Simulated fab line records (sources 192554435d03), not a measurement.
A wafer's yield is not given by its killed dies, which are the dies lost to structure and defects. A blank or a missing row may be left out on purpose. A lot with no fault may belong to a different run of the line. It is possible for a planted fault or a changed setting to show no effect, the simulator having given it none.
Matching of chambers || flow n5_finfet || 4 sister chambers for N5_HKMG_FIN_PWFM_ALD_03 on ald_metal-03
The step deposits TiN, target thk 2 nm, pulse time 1 s, purge time 3 s. 4 wafers are shown with their chamber, then 11 later ones without.

## EACH WAFER AND ITS CHAMBER
{"wafer": "L089.4", "chamber": 0, "heater_power_w (W)": 835}
{"wafer": "L091.1", "chamber": 3, "heater_power_w (W)": 857}
{"wafer": "L091.4", "chamber": 2, "heater_power_w (W)": 871}
{"wafer": "L092.2", "chamber": 1, "heater_power_w (W)": 786}

## WAFERS WITH NO CHAMBER GIVEN
{"wafer": "L092.3", "heater_power_w (W)": 832}
{"wafer": "L092.4", "heater_power_w (W)": 812}
{"wafer": "L093.1", "heater_power_w (W)": 859}
{"wafer": "L093.2", "heater_power_w (W)": 768}
{"wafer": "L093.3", "heater_power_w (W)": 825}
{"wafer": "L093.4", "heater_power_w (W)": 891}
{"wafer": "L093.5", "heater_power_w (W)": 882}
{"wafer": "L093.6", "heater_power_w (W)": 857}
{"wafer": "L094.2", "heater_power_w (W)": 827}
{"wafer": "L094.3", "heater_power_w (W)": 783}
{"wafer": "L094.5", "heater_power_w (W)": 852}

## THE CHAMBER EACH PASSED THROUGH
{"wafer": "L092.3", "from the rows above": "can't be placed: 0 or 3", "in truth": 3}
{"wafer": "L092.4", "from the rows above": "can't be placed: 0 or 1 or 3", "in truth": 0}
{"wafer": "L093.1", "from the rows above": "can't be placed: 3 or 2 or 0", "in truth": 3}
{"wafer": "L093.2", "from the rows above": 1, "in truth": 1}
{"wafer": "L093.3", "from the rows above": "can't be placed: 0 or 3", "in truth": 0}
{"wafer": "L093.4", "from the rows above": "can't be placed: 2 or 3", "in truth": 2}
{"wafer": "L093.5", "from the rows above": "can't be placed: 2 or 3", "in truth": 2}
{"wafer": "L093.6", "from the rows above": "can't be placed: 3 or 2 or 0", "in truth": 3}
{"wafer": "L094.2", "from the rows above": "can't be placed: 0 or 3", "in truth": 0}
{"wafer": "L094.3", "from the rows above": 1, "in truth": 1}
{"wafer": "L094.5", "from the rows above": "can't be placed: 3 or 0 or 2", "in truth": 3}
2 of 11 placed correctly. Not placeable from these rows: 9 (in 9, the candidates include the true chamber). Number placed wrongly: 0.
How it was worked out, from the rows above alone: a wafer's distance from a chamber is the root of the sum, over the readings, of the square of ((its reading less the chamber's mean) divided by the reading's scatter). If the next closest chamber is less than 2 further off than the closest, the wafer can't be placed; otherwise it belongs to the closest. A chamber's mean is the mean of its shown wafers. The scatter: with one shown wafer a chamber, the root of the mean of the squares of how far each hidden wafer lies from its nearest shown one.
